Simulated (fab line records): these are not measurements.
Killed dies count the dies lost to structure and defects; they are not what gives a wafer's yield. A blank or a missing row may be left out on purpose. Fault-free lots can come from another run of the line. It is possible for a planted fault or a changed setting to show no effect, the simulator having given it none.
Problem report, 8D (eight disciplines) form, completed by code | flow nand_harc | the parts of the form that need people (team, actions taken, sign-off) are left out

## 1. WHAT WENT WRONG
raw_defect_count at NHARC_A_CHANNEL_HOLE_D1_INSPECT_40 reads a mean of 921 on 6 wafers of 2 lots; wafers without a fault read 59 with a standard deviation of 18. Relative to the usual mean, that is a shift of +48 standard deviations.
First observed at day 10 20:41: wafer L423.1, on defect_inspect-01. Wafers with a number at this step in the record: 36, from 12 lots. Rule for "out", or "out of limits": more than 4 standard deviations from the usual mean. All remaining wafers that have a number are taken as sound.

## 2. WHAT IT IS AND WHAT IT IS NOT
question                    | is                     | is not
which readings at this step | raw_defect_count       | -
which lots                  | L423, L424             | L414, L415, L417, L418, L419, L421, L431, L433, L435, L436
which wafers of those lots  | all that have a number | -
read on which gauges        | defect_inspect-01      | defect_inspect-02
when                        | from day 10 20:41      | up to then (18 sound wafers); but 12 sound wafers of L431, L433, L435, L436 came after

## 3. WHAT RULES OUT EACH SUSPECT
Counting: any tool at a process step up to the reading is kept as a suspect provided that every lot that is out went through it and no sound lot did after the first of them.
- the gauge at NHARC_A_CHANNEL_HOLE_D1_INSPECT_40: ruled out. All the wafers that are out were read on defect_inspect-01, but those of them that NHARC_END_SORT_01 has rows for are out there too, on other tools.
- har_etch-02 at NHARC_A_CHANNEL_HOLE_D1_ETCH_24 (etches the open film in C4F8/O2/Ar, time 906.2 s, target depth 1500 nm): ruled out as a lasting fault. Following L423 (day 10 17:16), the first lot on it that is out, the sound lots L433, L435, L436 were run on it.
- rie_diel-02 at NHARC_A_CHANNEL_HOLE_D1_STRIP_43 (strips in O2/COS): kept. It ran every lot that is out, first L423 (day 10 19:39), and no sound lot after that; its last sound lot up to then is L421 (day 10 07:16).
- rie_diel-02 at NHARC_A_CHANNEL_HOLE_D1_STRIP_27 (strips in O2): kept. It ran every lot that is out, first L423 (day 10 20:41), and no sound lot after that; its last sound lot up to then is L421 (day 10 08:20). NHARC_A_CHANNEL_HOLE_D1_STRIP_27: start missing for some lots; hours and lot order therefore follow NHARC_A_CHANNEL_HOLE_D1_INSPECT_40.
The count leaves rie_diel-02 at NHARC_A_CHANNEL_HOLE_D1_STRIP_27 and rie_diel-02 at NHARC_A_CHANNEL_HOLE_D1_STRIP_43.

## 4. THE CAUSE (what the simulator had put in)
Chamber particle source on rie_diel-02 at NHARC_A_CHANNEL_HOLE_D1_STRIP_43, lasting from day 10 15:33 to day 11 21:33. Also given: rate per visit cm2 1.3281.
Counting left 2 suspects, and this tool is among them.

## 5. SEQUENCE OF EFFECTS, ordered by route
Each row: a reading where the mean over the struck wafers with a number is more than 3 standard deviations away from the usual. Readings are gone through only where the record gives a usual standard deviation; hours: the median, over the lots, of the time from a lot's start at the first step in this table giving one to that lot's start at this step; sigmas: the change measured in usual standard deviations.
hours | step                               | reading          | usual | on struck wafers | change | sigmas
0     | NHARC_A_CHANNEL_HOLE_D1_INSPECT_40 | raw_defect_count | 59    | 921              | +862   | +48
256   | NHARC_END_SORT_01                  | killed_at_array  | 27    | 97               | +70    | +5.8
256   | NHARC_END_SORT_01                  | killed_dies      | 32    | 102              | +70    | +6.3

## 6. WHAT WOULD HAVE CAUGHT IT SOONER
5 hours passed between the start of the fault at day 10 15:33 and the first reading out of limits at a measuring or inspecting step in this record, taken at day 10 20:41.
Of the lots that are out (2), L424 began NHARC_A_CHANNEL_HOLE_D1_STRIP_43 on rie_diel-02 after day 10 20:41. A tool hold placed at that time would have kept it from harm.
